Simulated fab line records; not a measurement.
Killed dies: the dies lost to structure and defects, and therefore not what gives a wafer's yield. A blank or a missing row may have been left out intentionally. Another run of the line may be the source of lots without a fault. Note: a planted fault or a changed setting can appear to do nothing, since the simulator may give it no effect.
Matching of chambers || flow n5-finfet || rie-diel-05 running N5_BEOL_M3_VIA_ETCH_34: 4 sister chambers
The step etches the open film in C4F6/O2, target depth 69.4 nm, time 65.9 s. 4 wafers are shown with their chamber, then 8 later ones without.

EACH WAFER AND ITS CHAMBER
{"wafer": "L083.6", "chamber": 3, "rf-vpp-V (V)": 669}
{"wafer": "L088.4", "chamber": 2, "rf-vpp-V (V)": 635}
{"wafer": "L088.5", "chamber": 0, "rf-vpp-V (V)": 683}
{"wafer": "L089.1", "chamber": 1, "rf-vpp-V (V)": 672}

WAFERS WITHOUT THEIR CHAMBER
{"wafer": "L089.4", "rf-vpp-V (V)": 669}
{"wafer": "L089.6", "rf-vpp-V (V)": 634}
{"wafer": "L094.4", "rf-vpp-V (V)": 669}
{"wafer": "L094.5", "rf-vpp-V (V)": 681}
{"wafer": "L094.6", "rf-vpp-V (V)": 673}
{"wafer": "L097.1", "rf-vpp-V (V)": 682}
{"wafer": "L097.3", "rf-vpp-V (V)": 634}
{"wafer": "L097.6", "rf-vpp-V (V)": 671}

EACH ONE'S CHAMBER
{"wafer": "L089.4", "from the rows above": 3, "in truth": 3}
{"wafer": "L089.6", "from the rows above": 2, "in truth": 2}
{"wafer": "L094.4", "from the rows above": 3, "in truth": 3}
{"wafer": "L094.5", "from the rows above": 0, "in truth": 0}
{"wafer": "L094.6", "from the rows above": 1, "in truth": 1}
{"wafer": "L097.1", "from the rows above": 0, "in truth": 0}
{"wafer": "L097.3", "from the rows above": 2, "in truth": 2}
{"wafer": "L097.6", "from the rows above": "can't be placed: 1 or 3", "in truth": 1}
Placed correctly: 7 of 8. Cannot be placed on the basis of these rows: 1; the candidates contain the true chamber in 1. Wrongly placed: 0.
How it was worked out, from the rows above alone: a wafer's distance from a chamber is the root of the sum, over the readings, of the square of ((its reading less the chamber's mean) divided by the reading's scatter). The wafer belongs to the nearest chamber; if the next one is less than 2 further off, it can't be placed. The mean given for a chamber averages the wafers shown for that chamber. The scatter (one wafer shown for each chamber): square how far every hidden wafer sits from the nearest shown wafer, average those squares and take the square root.
